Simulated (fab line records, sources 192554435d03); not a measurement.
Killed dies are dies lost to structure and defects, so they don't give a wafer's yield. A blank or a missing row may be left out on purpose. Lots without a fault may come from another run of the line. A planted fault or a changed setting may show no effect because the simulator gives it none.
A struck lot beside a sound one | flow n5_finfet | 41 steps out of a route of 1938
Sound: wafers L531.2, L531.3, L531.4. Struck: wafers L517.1, L517.2, L517.4. The cause comes at the end.
At each step with rows: each side's tool, then ch and its chambers, then its first start. Under that, the readings that differ: sound wafers | struck wafers | difference of the means | sigmas: that difference in standard deviations of wafers without a fault.
alike: readings whose means differ by less than 2 such deviations, and words and numbers that are the same on both sides. not compared: withheld readings, readings that some wafer has no value for, bounds like >300 that may hide the same value, and numbers for which the record gives no deviation and whose values overlap.
The two part at a step that has a row with sigmas, a row that says differs or no value, or rows on one side only. Numbers that don't overlap but have no deviation are shown without sigmas and don't part them. A reading that every wafer of one side lacks parts them only if that side has two wafers or more.

first, 12 steps without rows for these wafers: N5_SD_EPI_N_STRIP_36 (strips in N2/H2); N5_SD_EPI_N_ETCHBACK_44 (etches SiNx in CH3F/O2, stops on SiO2, target depth 14.5 nm); N5_SD_EPI_N_ETCH_45 (etches SiOCN in CH3F/O2, target depth 6 nm); N5_SD_EPI_N_ETCH_16 (etches SiO2 in CHF3/O2, target depth 5 nm); N5_SD_EPI_N_STRIP_47 (strips in CHF3/O2); N5_SD_EPI_N_SD_RECESS_17 (chemistry HBr/Cl2/O2, target depth 41 nm, time 23.7 s, bt time 3 s); N5_SD_EPI_N_STRIP_38 (strips in N2/H2); N5_SD_EPI_N_WET_ETCH_43 (etches SiO2 in dHF, time 14 s, target depth 1.5 nm); N5_SD_EPI_N_STRIP_18 (strips in SPM, time 750 s); N5_SD_EPI_N_SRD_20 (time 30 s); N5_SD_EPI_N_PRECLEAN_48 (cleans in NF3:NH3, afs cycles 2, time 20 s, sublimation time 60 s); N5_SD_EPI_N_VAPOR_ETCH_50 (etches Si in HCl, time 54 s).
N5_SD_EPI_N_EPI_21: deposits Si:P, time 690 s.
  sound on epi_rpcvd-01 ch 0, day 8 03:13; struck on epi_rpcvd-02 ch 0, day 4 18:18
  reading                                   | sound                | struck               | difference | sigmas
  susceptor_temp_C (C)                      | 680.15 679.83 680.28 | 667.84 668.43 667.94 | -12.02     | -45
  susceptor_temp_C_max                      | 682.6 681.4 682.0    | 670.3 670.4 670.2    | -11.7      | -16
  model.Si-P_of_SD_EPI_N_EPI_21.thk_nm (nm) | 58.4 59 58.6         | 47.2 47.8 47.6       | -11.1      |
  alike: chamber_pressure_Torr
N5_SD_EPI_N_EPI_MEAS_23:
  sound on film_metro-01, day 8 04:39; struck on film_metro-02, day 4 20:35
  reading     | sound          | struck         | difference | sigmas
  thk_nm (nm) | 59.6 57.4 58.9 | 44.4 48.5 48.3 | -11.6      | -10
then, 24 steps without rows for these wafers: N5_SD_EPI_N_PRECLEAN_24 (cleans in O3/DIW, time 60 s); N5_SD_EPI_N_SRD_25 (time 30 s); N5_SD_EPI_N_PRECLEAN_49 (cleans in NF3:NH3, afs cycles 1, time 20 s, sublimation time 60 s); N5_SD_EPI_N_LINER_46 (material SiNx, target thk 3 nm); N5_SD_EPI_P_COAT_34 (time 60 s, resist thk 350 nm); N5_SD_EPI_P_COAT_35 (time 60 s, resist thk 35 nm); N5_SD_EPI_P_COAT_03 (resist thk 150 nm); N5_SD_EPI_P_EBR_05; N5_SD_EPI_P_SOFTBAKE_04 (time 60 s); N5_SD_EPI_P_EXPOSE_06 (exposes mask SD P BLK, target cd 240 nm); N5_SD_EPI_P_PEB_07 (peb time 60 s); N5_SD_EPI_P_DEVELOP_08 (develop time 30 s); N5_SD_EPI_P_DESCUM_14 (chemistry O2, time 7.9 s); N5_SD_EPI_P_ETCH_36 (etches SiARC in CF4, target depth 45.5 nm, time 75.8 s); N5_SD_EPI_P_ETCH_37 (etches SOC in N2/H2, overetch 108 nm, time 486 s); N5_SD_EPI_P_STRIP_38 (strips in N2/H2); N5_SD_EPI_P_ETCHBACK_46 (etches SiNx in CH3F/O2, stops on SiO2, target depth 17.5 nm); N5_SD_EPI_P_ETCH_47 (etches SiOCN in CH3F/O2, target depth 25 nm); N5_SD_EPI_P_ETCH_16 (etches SiO2 in CHF3/O2, target depth 5 nm); N5_SD_EPI_P_STRIP_50 (strips in CHF3/O2); N5_SD_EPI_P_SD_RECESS_17 (chemistry HBr/Cl2/O2, target depth 39.1 nm, bt time 3 s); N5_SD_EPI_P_WET_ETCH_45 (etches SiO2 in dHF, time 10.7 s, target depth 2 nm, rinse time 30 s); N5_SD_EPI_P_STRIP_40 (strips in N2/H2); N5_SD_EPI_P_PRECLEAN_52 (cleans in O3/DIW, time 60 s).
N5_SD_ACTIVATION_RS_MEAS_03: measures by four-point-probe.
  sound on film_metro-01, day 8 10:04; struck on film_metro-02, day 5 02:52
  reading          | sound          | struck         | difference | sigmas
  RS_SD_N (ohm/sq) | 22.2 22.1 22.1 | 27.2 26.8 27.0 | +4.9       | +15
  alike: RS_SD_P
N5_MOL_CONTACT_COAG_ETCH_15: etches SiNx in CH3F/O2, stops on Si:P, target depth 7 nm.
  sound on rie_diel-01 ch 0,1,2, day 9 15:11; struck on rie_diel-05 ch 0,2,3, day 6 08:26
  reading                                   | sound          | struck         | difference | sigmas
  rf_hours_counter_h (h)                    | 235 235 125    | 21 11 50       | -171       |
  model.Si-P_of_SD_EPI_N_EPI_21.thk_nm (nm) | 57.6 58.2 57.8 | 46.6 47.2 46.8 | -11.0      |
  alike: drypump_motor_current_A, oes_product_au, rf_vpp_V, showerhead_plenum_p_Torr, throttle_valve_pct
-- the record jumps here: 3 days lie between the struck wafers' starts before and after (it left off in module MOL_CONTACT_COAG and takes up again in module BEOL_M4, whose first step shown is number 1111 of the route) --
N5_BEOL_M4_RC_MEAS_101:
  sound on prober-02 ch 0, day 12 17:45; struck on prober-02 ch 0, day 9 08:16
  reading          | sound          | struck         | difference | sigmas
  REXT_N (ohm.um)  | 75.4 75.1 74.3 | 78.0 78.2 77.9 | +3.1       | +2
  RS_SD_N (ohm/sq) | 28.6 28.2 28.5 | 35.1 34.5 34.9 | +6.4       | +17
  VT_P (mV)        | -252 -257 -258 | -245 -247 -247 | +9         | +3
  alike: DIBL_N, DIBL_P, IOFF_N, IOFF_P, ION_N, ION_P, SS_N, SS_P, VT_N

WHERE THEY PART
First at N5_SD_EPI_N_EPI_21; last, within this record, at N5_BEOL_M4_RC_MEAS_101.

WHY: what the simulator had put in
Process parameter drift: epi_rpcvd-02, from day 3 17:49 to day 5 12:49, at N5_SD_EPI_N_EPI_21. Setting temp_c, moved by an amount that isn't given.
